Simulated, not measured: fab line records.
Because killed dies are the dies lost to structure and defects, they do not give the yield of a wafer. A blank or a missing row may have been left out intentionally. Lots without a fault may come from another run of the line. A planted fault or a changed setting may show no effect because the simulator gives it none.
fab line records -- flow n5_finfet -- part 1 of 2: steps 1 to 4 of 6
record lots=22, wafers=66, last_day=19
route steps=1938 shown BEOL_M14@1732 BEOL_M15@1787
lots untouched by any fault: they come from a run of this same line in which no faults occurred
start_h: the number of hours between the record's first day and the start of the first shown wafer of the lot -- wait_h: how many hours have passed since the lot's step before this one -- " repeats the value in the row above -- L1.1+2: several wafers, shown together as one row -- - no value, or no start was given -- * or withheld: withheld -- < > ~ a bound
route shown NAME@n: a module of which the file shows steps, and the number in the route of the first -- usual: mean/standard deviation taken from wafers without a fault -- same: alike in all rows -- chamber/n: place in a boat -- sites: per-site readings -- _std_site: standard deviation across them -- _edge_site: the outer-site mean with the inner-site mean subtracted -- radius_mm: how far each site lies from the wafer's centre -- mask NAME#n: copy n -- behind: the tool/chamber that last shaped the wafer -- hold: why the lot was held/for how many hours/how that ended -- device: names the non-switching transistor (n, p or np) -- end of line: the tests these same wafers got at the end of their route -- for a step that has no rows: nothing shown but its recipe -- killed: count of dies lost to structure and defects at first sort (not the wafer's yield) -- map: a wafer's dies, x killed, . not, _ none there
set.NAME: setting as actually run; set.NAME@STEP: the setting as run at that earlier step -- model.NAME: the simulator's own value behind a step, which no gauge read
a sample of lots followed through the steps of the route, with each step as a table and each wafer as a row
services: from which hour (start_h, from the record's first day; less than 0 if before it) a tool's chamber was out of use, for how many hours, and why
## steps
# step N5_BEOL_M14_STRIP_63
# recipe chemistry=O2, power_w=600, temp_c=60, pressure_mtorr=30, rf_frequency_hz=6e+07, bias_power_w=0, overash_fraction=0.3, o2_flow_sccm=225
# usual drypump_motor_current_A=5.5/0.38, oes_product_au=0.81/0.082, rf_vpp_V=3.6/0.84, showerhead_plenum_p_Torr=2.11/0.053, throttle_valve_pct=16.68/0.17
lot.wafer,tool,chamber,start_h,wait_h,drypump_motor_current_A,oes_product_au,rf_hours_counter_h,rf_vpp_V,showerhead_plenum_p_Torr,throttle_valve_pct
L074.2,rie_diel-01,2,-,-,6.1,0.84,72,2.5,2.22,16.50
L074.3,rie_diel-01,0,-,-,5.3,0.85,78,3.2,2.21,16.45
L074.4,rie_diel-01,1,-,-,5.9,0.68,240,3.3,2.14,16.74
L076.2,rie_diel-02,3,-,-,5.1,0.71,199,3.0,2.16,16.66
L076.3,rie_diel-02,2,-,-,5.5,0.71,205,3.2,2.08,16.69
L076.5,rie_diel-02,2,-,-,5.5,0.70,-,5.1,2.08,16.70
L075.4,rie_diel-02,3,-,-,5.1,0.71,-,2.6,2.16,16.67
L075.5,rie_diel-02,1,-,-,4.6,0.80,-,4.7,2.11,16.92
L075.6,rie_diel-02,2,-,-,5.5,0.71,-,3.9,2.08,16.73
L077.4,rie_diel-04,1,-,-,5.4,0.87,-,3.3,2.04,16.62
L077.5,rie_diel-04,2,-,-,5.4,0.81,-,2.1,2.12,16.74
L077.6,rie_diel-04,3,-,-,5.6,0.80,-,3.4,2.12,16.72
L078.1,rie_diel-02,0,-,-,5.7,0.99,2,4.5,2.15,16.71
L078.3,rie_diel-02,1,-,-,4.7,0.78,131,3.9,2.10,16.94
L078.4,rie_diel-02,3,-,-,5.1,0.70,213,4.0,2.15,16.68
L079.2,rie_diel-01,2,-,-,6.1,0.82,86,3.4,2.22,16.53
L079.5,rie_diel-01,0,-,-,5.3,0.83,-,3.4,2.20,16.42
L079.6,rie_diel-01,2,-,-,6.1,0.82,-,4.1,2.22,16.53
L080.2,rie_diel-04,2,-,-,5.4,0.80,107,3.9,2.12,16.76
L080.3,rie_diel-04,0,-,-,5.8,0.97,5,4.1,2.06,16.52
L080.6,rie_diel-04,1,-,-,5.4,0.85,-,2.4,2.04,16.60
L083.2,rie_diel-01,0,-,-,5.3,0.81,97,3.5,2.20,16.47
L083.3,rie_diel-01,2,-,-,6.1,0.82,93,3.9,2.21,16.55
L083.6,rie_diel-01,1,-,-,5.9,0.97,-,4.2,2.14,16.29
L081.3,rie_diel-04,0,-,-,5.7,0.94,11,3.4,2.06,16.48
L081.5,rie_diel-04,3,-,-,5.6,0.80,-,3.3,2.12,16.76
L081.6,rie_diel-04,2,-,-,5.5,0.79,-,3.8,2.12,16.79
L082.2,rie_diel-02,0,-,-,5.7,0.93,15,3.6,2.15,16.74
L082.4,rie_diel-02,1,-,-,4.6,0.77,144,2.4,2.10,16.93
L082.5,rie_diel-02,3,-,-,5.1,0.69,-,5.6,2.15,16.75
L084.2,rie_diel-04,2,-,-,5.4,0.81,115,2.3,2.12,16.76
L084.3,rie_diel-04,3,-,-,5.6,0.80,100,3.5,2.12,16.78
L084.4,rie_diel-04,1,-,-,5.4,0.82,77,4.2,2.04,16.61
L085.1,rie_diel-04,3,-,-,5.6,0.80,105,4.4,2.12,16.76
L085.2,rie_diel-04,1,-,-,5.4,0.82,81,4.2,2.04,16.64
L085.3,rie_diel-04,0,-,-,5.7,0.93,18,3.9,2.06,16.47
L086.4,rie_diel-02,0,-,-,5.7,0.91,23,2.0,2.14,16.74
L086.5,rie_diel-02,0,-,-,5.7,0.92,-,4.0,2.14,16.77
L086.6,rie_diel-02,3,-,-,5.1,0.68,-,3.1,2.15,16.73
L089.3,rie_diel-04,1,-,-,5.4,0.82,84,4.1,2.04,16.64
L089.4,rie_diel-04,2,-,-,5.5,0.79,122,4.4,2.11,16.78
L089.5,rie_diel-04,0,-,-,5.7,0.95,-,3.4,2.06,16.49
L087.2,rie_diel-02,3,-,-,5.1,0.69,235,4.3,2.15,16.73
L087.4,rie_diel-02,2,-,-,5.5,0.68,233,3.2,2.07,16.76
L087.5,rie_diel-02,2,-,-,5.5,0.68,-,2.8,2.07,16.74
L088.2,rie_diel-02,3,-,-,5.1,0.69,237,2.6,2.15,16.72
L088.3,rie_diel-02,2,-,-,5.5,0.68,235,3.1,2.07,16.72
L088.5,rie_diel-02,3,-,-,5.1,0.68,-,4.0,2.15,16.74
L092.2,rie_diel-04,1,-,-,5.4,0.80,91,3.8,2.03,16.67
L092.5,rie_diel-04,3,-,-,5.6,0.79,-,4.6,2.11,16.77
L092.6,rie_diel-04,0,-,-,5.7,0.91,-,3.1,2.06,16.52
L093.1,rie_diel-01,0,-,-,5.3,0.80,114,3.2,2.19,16.48
L093.3,rie_diel-01,3,-,-,5.7,0.80,98,4.0,2.03,16.58
L093.6,rie_diel-01,0,-,-,5.3,0.80,-,4.8,2.19,16.51
L091.1,rie_diel-01,3,-,-,5.7,0.81,100,4.4,2.03,16.59
L091.3,rie_diel-01,1,-,-,5.9,0.91,22,5.7,2.13,16.34
L091.6,rie_diel-01,1,-,-,5.9,0.91,-,3.9,2.13,16.31
L095.2,rie_diel-04,2,-,-,5.4,0.78,138,3.3,2.11,16.81
L095.3,rie_diel-04,0,-,-,5.7,0.89,37,2.8,2.05,16.52
L095.6,rie_diel-04,0,-,-,5.7,0.89,-,2.0,2.05,16.51
L097.1,rie_diel-02,1,-,-,4.7,0.74,178,3.6,2.09,17.03
L097.3,rie_diel-02,0,-,-,5.7,0.86,49,2.4,2.13,16.79
L097.6,rie_diel-02,0,-,-,5.7,0.84,-,3.7,2.13,16.80
L096.4,rie_diel-02,1,-,-,4.6,0.73,-,3.6,2.08,17.01
L096.5,rie_diel-02,3,-,-,5.1,1.02,-,2.6,2.14,16.32
L096.6,rie_diel-02,0,-,-,5.7,0.85,-,5.0,2.13,16.82
# step N5_BEOL_M14_DEGAS_41
# recipe ambient=vacuum, temp_c=300, time_s=60
# usual heater_power_w=456/45
lot.wafer,tool,chamber,start_h,wait_h,heater_power_w
L074.2,pvd_sputter-02,-,239.49,0.4,473
L074.3,pvd_sputter-02,-,239.49,0.4,337
L074.4,pvd_sputter-02,-,239.49,0.4,483
L076.2,pvd_sputter-02,-,253.24,0.2,486
L076.3,pvd_sputter-02,-,253.24,0.2,333
L076.5,pvd_sputter-02,-,253.24,0.2,468
L075.4,pvd_sputter-03,-,267.74,0.4,447
L075.5,pvd_sputter-03,-,267.74,0.4,475
L075.6,pvd_sputter-03,-,267.74,0.4,488
L077.4,pvd_sputter-03,-,273.12,0.3,457
L077.5,pvd_sputter-03,-,273.12,0.3,438
L077.6,pvd_sputter-03,-,273.12,0.3,515
L078.1,pvd_sputter-01,-,287.85,1.3,351
L078.3,pvd_sputter-01,-,287.85,1.3,456
L078.4,pvd_sputter-01,-,287.85,1.3,467
L079.2,pvd_sputter-02,-,293.67,0.4,339
L079.5,pvd_sputter-02,-,293.67,0.4,460
L079.6,pvd_sputter-02,-,293.67,0.4,479
L080.2,pvd_sputter-03,-,298.11,0.3,496
L080.3,pvd_sputter-03,-,298.11,0.3,454
L080.6,pvd_sputter-03,-,298.11,0.3,456
L083.2,pvd_sputter-03,-,307.75,0.0,431
L083.3,pvd_sputter-03,-,307.75,0.0,447
L083.6,pvd_sputter-03,-,307.75,0.0,478
L081.3,pvd_sputter-03,-,317.24,0.7,465
L081.5,pvd_sputter-03,-,317.24,0.7,479
L081.6,pvd_sputter-03,-,317.24,0.7,507
L082.2,pvd_sputter-03,-,317.90,0.6,430
L082.4,pvd_sputter-03,-,317.90,0.6,481
L082.5,pvd_sputter-03,-,317.90,0.6,513
L084.2,pvd_sputter-01,-,321.46,1.4,463
L084.3,pvd_sputter-01,-,321.46,1.4,350
L084.4,pvd_sputter-01,-,321.46,1.4,466
L085.1,pvd_sputter-01,-,333.32,0.4,470
L085.2,pvd_sputter-01,-,333.32,0.4,483
L085.3,pvd_sputter-01,-,333.32,0.4,459
L086.4,pvd_sputter-03,-,337.64,0.2,473
L086.5,pvd_sputter-03,-,337.64,0.2,441
L086.6,pvd_sputter-03,-,337.64,0.2,508
L089.3,pvd_sputter-03,-,340.62,0.2,500
L089.4,pvd_sputter-03,-,340.62,0.2,479
L089.5,pvd_sputter-03,-,340.62,0.2,437
L087.2,pvd_sputter-02,-,342.88,0.2,479
L087.4,pvd_sputter-02,-,342.88,0.2,481
L087.5,pvd_sputter-02,-,342.88,0.2,474
L088.2,pvd_sputter-01,-,346.93,0.1,476
L088.3,pvd_sputter-01,-,346.93,0.1,472
L088.5,pvd_sputter-01,-,346.93,0.1,471
L092.2,pvd_sputter-01,-,360.71,0.3,352
L092.5,pvd_sputter-01,-,360.71,0.3,351
L092.6,pvd_sputter-01,-,360.71,0.3,465
L093.1,pvd_sputter-03,-,360.83,0.3,472
L093.3,pvd_sputter-03,-,360.83,0.3,439
L093.6,pvd_sputter-03,-,360.83,0.3,445
L091.1,pvd_sputter-01,-,366.62,0.4,352
L091.3,pvd_sputter-01,-,366.62,0.4,458
L091.6,pvd_sputter-01,-,366.62,0.4,465
L095.2,pvd_sputter-02,-,388.54,0.1,482
L095.3,pvd_sputter-02,-,388.54,0.1,468
L095.6,pvd_sputter-02,-,388.54,0.1,466
L097.1,pvd_sputter-03,-,402.96,0.5,507
L097.3,pvd_sputter-03,-,402.96,0.5,480
L097.6,pvd_sputter-03,-,402.96,0.5,472
L096.4,pvd_sputter-02,-,417.66,0.5,486
L096.5,pvd_sputter-02,-,417.66,0.5,495
L096.6,pvd_sputter-02,-,417.66,0.5,477
# step N5_BEOL_M14_RS_MEAS_54
# recipe thk_meas_gauge=four-point-probe, reads=Cu_of_BEOL_M14_ECD_47+Ta_of_BEOL_M14_SPUTTER_44+TaN_of_BEOL_M14_SPUTTER_43
# usual M14_RS=0.0332/0.00057
lot.wafer,tool,chamber,start_h,wait_h,M14_RS[ohm/sq]
L074.2,film_metro-02,-,241.18,0.1,0.0327
L074.3,film_metro-02,-,241.18,0.1,0.0325
L074.4,film_metro-02,-,241.18,0.1,0.0334
L076.2,film_metro-01,-,254.50,0.1,0.0336
L076.3,film_metro-01,-,254.50,0.1,0.0327
L076.5,film_metro-01,-,254.50,0.1,0.0328
L075.4,film_metro-01,-,269.28,0.0,0.0336
L075.5,film_metro-01,-,269.28,0.0,0.0327
L075.6,film_metro-01,-,269.28,0.0,0.0338
L077.4,film_metro-02,-,274.94,0.0,0.0325
L077.5,film_metro-02,-,274.94,0.0,0.0320
L077.6,film_metro-02,-,274.94,0.0,0.0328
L078.1,film_metro-02,-,289.15,0.1,0.0334
L078.3,film_metro-02,-,289.15,0.1,0.0321
L078.4,film_metro-02,-,289.15,0.1,0.0333
L079.2,film_metro-01,-,294.95,0.1,0.0323
L079.5,film_metro-01,-,294.95,0.1,0.0344
L079.6,film_metro-01,-,294.95,0.1,0.0337
L080.2,film_metro-01,-,299.57,0.1,0.0332
L080.3,film_metro-01,-,299.57,0.1,0.0334
L080.6,film_metro-01,-,299.57,0.1,0.0333
L083.2,film_metro-01,-,309.03,0.1,0.0330
L083.3,film_metro-01,-,309.03,0.1,0.0327
L083.6,film_metro-01,-,309.03,0.1,0.0331
L081.3,film_metro-02,-,318.51,0.1,0.0324
L081.5,film_metro-02,-,318.51,0.1,0.0328
L081.6,film_metro-02,-,318.51,0.1,0.0327
L082.2,film_metro-02,-,319.17,0.1,0.0327
L082.4,film_metro-02,-,319.17,0.1,0.0337
L082.5,film_metro-02,-,319.17,0.1,0.0337
L084.2,film_metro-02,-,322.76,0.1,0.0333
L084.3,film_metro-02,-,322.76,0.1,0.0330
L084.4,film_metro-02,-,322.76,0.1,0.0328
L085.1,film_metro-01,-,334.59,0.0,0.0334
L085.2,film_metro-01,-,334.59,0.0,0.0332
L085.3,film_metro-01,-,334.59,0.0,0.0326
L086.4,film_metro-01,-,338.91,0.0,0.0333
L086.5,film_metro-01,-,338.91,0.0,0.0335
L086.6,film_metro-01,-,338.91,0.0,0.0332
L089.3,film_metro-01,-,341.89,0.1,0.0333
L089.4,film_metro-01,-,341.89,0.1,0.0334
L089.5,film_metro-01,-,341.89,0.1,0.0327
L087.2,film_metro-01,-,344.15,0.1,0.0336
L087.4,film_metro-01,-,344.15,0.1,0.0341
L087.5,film_metro-01,-,344.15,0.1,0.0335
L088.2,film_metro-01,-,348.20,0.1,0.0327
L088.3,film_metro-01,-,348.20,0.1,0.0332
L088.5,film_metro-01,-,348.20,0.1,0.0336
L092.2,film_metro-02,-,361.98,0.1,0.0338
L092.5,film_metro-02,-,361.98,0.1,0.0324
L092.6,film_metro-02,-,361.98,0.1,0.0344
L093.1,film_metro-02,-,362.11,0.0,0.0334
L093.3,film_metro-02,-,362.11,0.0,0.0329
L093.6,film_metro-02,-,362.11,0.0,0.0332
L091.1,film_metro-02,-,368.07,0.0,0.0329
L091.3,film_metro-02,-,368.07,0.0,0.0328
L091.6,film_metro-02,-,368.07,0.0,0.0330
L095.2,film_metro-02,-,389.82,0.1,0.0339
L095.3,film_metro-02,-,389.82,0.1,0.0335
L095.6,film_metro-02,-,389.82,0.1,0.0336
L097.1,film_metro-02,-,404.26,0.1,0.0338
L097.3,film_metro-02,-,404.26,0.1,0.0338
L097.6,film_metro-02,-,404.26,0.1,0.0337
L096.4,film_metro-02,-,419.59,0.0,0.0323
L096.5,film_metro-02,-,419.59,0.0,0.0336
L096.6,film_metro-02,-,419.59,0.0,0.0327
# step N5_BEOL_M15_ETCH_59
# recipe chemistry=N2/H2, target=BARC, target_depth_a=890, overetch_a=267, time_s=67.9, ion_energy_ev=200, pressure_mtorr=30, source_w=840, bias_w=150, n2_flow_sccm=200, h2_flow_sccm=200
# usual drypump_motor_current_A=5.5/0.4, oes_product_au=0.68/0.067, rf_fwd_power_W=832/3.4, rf_vpp_V=523.5/2, showerhead_plenum_p_Torr=2.53/0.062, throttle_valve_pct=17.85/0.22
lot.wafer,tool,chamber,start_h,wait_h,drypump_motor_current_A,oes_product_au,rf_fwd_power_W,rf_hours_counter_h,rf_vpp_V,showerhead_plenum_p_Torr,throttle_valve_pct
L074.2,rie_diel-03,1,242.04,0.0,5.1,0.68,834,100,523.8,2.56,17.70
L074.3,rie_diel-03,2,242.04,0.0,5.8,0.60,829,202,525.9,2.61,17.62
L074.4,rie_diel-03,0,242.04,0.0,6.2,0.77,830,25,522.1,2.49,17.56
L076.2,rie_diel-06,3,255.24,0.0,5.1,0.79,834,17,522.7,2.48,17.73
L076.3,rie_diel-06,2,255.24,0.0,5.8,0.64,836,128,524.9,2.56,17.97
L076.5,rie_diel-06,2,255.24,0.0,5.8,0.64,836,-,525.1,2.56,17.95
L075.4,rie_diel-06,3,270.02,0.0,5.2,0.77,836,21,522.9,2.48,17.71
L075.5,rie_diel-06,0,270.02,0.0,5.4,0.61,829,-,522.0,2.51,18.16
L075.6,rie_diel-06,3,270.02,0.0,5.2,0.79,833,-,521.8,2.48,17.72
L077.4,rie_diel-06,2,275.68,0.0,5.8,0.63,834,133,524.3,2.55,17.97
L077.5,rie_diel-06,3,275.68,0.0,5.1,0.79,834,-,523.1,2.48,17.71
L077.6,rie_diel-06,2,275.68,0.0,5.8,0.64,830,-,524.3,2.55,17.96
L078.1,rie_diel-03,3,290.01,0.0,5.4,0.62,831,175,524.5,2.54,18.21
L078.3,rie_diel-03,1,290.01,0.0,5.1,0.67,838,112,523.9,2.56,17.71
L078.4,rie_diel-03,2,290.01,0.0,5.8,0.59,832,214,526.0,2.61,17.66
L079.2,rie_diel-05,2,295.88,0.0,5.8,0.67,826,132,523.4,2.55,18.19
L079.5,rie_diel-05,2,295.88,0.0,5.8,0.67,827,-,525.0,2.55,18.20
L079.6,rie_diel-05,3,295.88,0.0,5.4,0.64,840,-,522.8,2.54,17.64
L080.2,rie_diel-03,1,300.31,0.0,5.1,0.67,841,115,522.6,2.55,17.73
L080.3,rie_diel-03,0,300.31,0.0,6.3,0.74,836,41,521.0,2.48,17.59
L080.6,rie_diel-03,3,300.31,0.0,5.4,0.62,836,-,522.6,2.54,18.21
L083.2,rie_diel-05,2,310.03,0.0,5.8,0.66,828,137,526.5,2.55,18.21
L083.3,rie_diel-05,1,310.03,0.0,4.9,0.71,828,95,521.7,2.46,17.63
L083.6,rie_diel-05,0,310.03,0.0,4.9,0.57,827,-,522.0,2.50,18.18
L081.3,rie_diel-06,1,319.25,0.0,5.7,0.74,834,43,526.3,2.69,17.73
L081.5,rie_diel-06,3,319.25,0.0,5.2,0.76,831,-,522.4,2.47,17.75
L081.6,rie_diel-06,2,319.25,0.0,5.8,0.63,834,-,522.6,2.55,18.00
L082.2,rie_diel-06,2,319.91,0.0,5.8,0.63,830,148,523.7,2.55,17.98
L082.4,rie_diel-06,3,319.91,0.0,5.2,0.76,827,37,522.0,2.47,17.74
L082.5,rie_diel-06,3,319.91,0.0,5.2,0.75,829,-,521.3,2.47,17.74
L084.2,rie_diel-06,3,323.65,0.0,5.2,0.76,829,38,521.8,2.47,17.75
L084.3,rie_diel-06,1,323.65,0.0,5.7,0.74,835,45,528.4,2.69,17.75
L084.4,rie_diel-06,2,323.65,0.0,5.8,0.63,830,149,522.7,2.55,18.01
L085.1,rie_diel-05,1,335.45,0.0,4.9,0.69,836,105,522.1,2.46,17.65
L085.2,rie_diel-05,3,335.45,0.0,5.4,0.63,829,171,525.6,2.53,17.67
L085.3,rie_diel-05,2,335.45,0.0,5.9,0.66,828,146,522.2,2.54,18.23
L086.4,rie_diel-03,3,339.64,0.0,5.4,0.61,832,190,522.3,2.53,18.24
L086.5,rie_diel-03,1,339.64,0.0,5.1,0.67,837,-,523.7,2.55,17.75
L086.6,rie_diel-03,2,339.64,0.0,5.8,0.58,836,-,525.2,2.60,17.69
L089.3,rie_diel-03,0,342.63,0.0,6.2,0.72,834,53,521.8,2.48,17.61
L089.4,rie_diel-03,3,342.63,0.0,5.4,0.61,830,191,523.5,2.53,18.24
L089.5,rie_diel-03,0,342.63,0.0,6.3,0.72,835,-,522.2,2.48,17.62
L087.2,rie_diel-03,1,345.01,0.0,5.1,0.66,839,129,524.2,2.55,17.75
L087.4,rie_diel-03,3,345.01,0.0,5.5,0.61,831,192,522.6,2.53,18.23
L087.5,rie_diel-03,0,345.01,0.0,6.3,0.72,834,-,519.7,2.48,17.63
L088.2,rie_diel-03,1,348.94,0.0,5.1,0.67,836,130,524.7,2.55,17.74
L088.3,rie_diel-03,3,348.94,0.0,5.4,0.61,830,194,522.4,2.53,18.23
L088.5,rie_diel-03,2,348.94,0.0,5.8,0.58,831,-,525.1,2.60,17.68
L092.2,rie_diel-06,3,362.72,0.0,5.2,0.74,831,54,521.6,2.47,17.77
L092.5,rie_diel-06,1,362.72,0.0,5.7,0.73,835,-,527.0,2.68,17.76
L092.6,rie_diel-06,0,362.72,0.0,5.4,0.82,826,-,521.8,2.50,17.77
L093.1,rie_diel-05,0,363.23,0.0,4.9,0.81,828,7,523.0,2.50,17.77
L093.3,rie_diel-05,3,363.23,0.0,5.4,0.62,831,180,524.0,2.53,17.69
L093.6,rie_diel-05,3,363.23,0.0,5.4,0.63,836,-,524.4,2.53,17.68
L091.1,rie_diel-05,0,368.94,0.0,4.9,0.79,831,10,523.1,2.50,17.77
L091.3,rie_diel-05,1,368.94,0.0,4.9,0.68,832,116,519.8,2.45,17.67
L091.6,rie_diel-05,1,368.94,0.0,4.9,0.69,835,-,520.6,2.45,17.67
L095.2,rie_diel-05,2,390.56,0.0,5.8,0.65,824,158,524.7,2.54,18.25
L095.3,rie_diel-05,1,390.56,0.0,4.9,0.68,832,122,520.0,2.45,17.67
L095.6,rie_diel-05,0,390.56,0.0,4.9,0.78,832,-,524.0,2.50,17.78
L097.1,rie_diel-03,0,405.72,0.0,6.3,0.70,837,75,521.4,2.47,17.66
L097.3,rie_diel-03,3,405.72,0.0,5.4,0.60,830,214,524.8,2.52,18.30
L097.6,rie_diel-03,3,405.72,0.0,5.4,0.60,829,-,523.4,2.52,18.29
L096.4,rie_diel-03,0,420.49,0.0,6.2,0.70,837,-,522.4,2.47,17.64
L096.5,rie_diel-03,1,420.49,0.0,5.1,0.64,835,-,523.4,2.54,17.79
L096.6,rie_diel-03,3,420.49,0.0,5.4,0.59,829,-,523.2,2.52,18.28
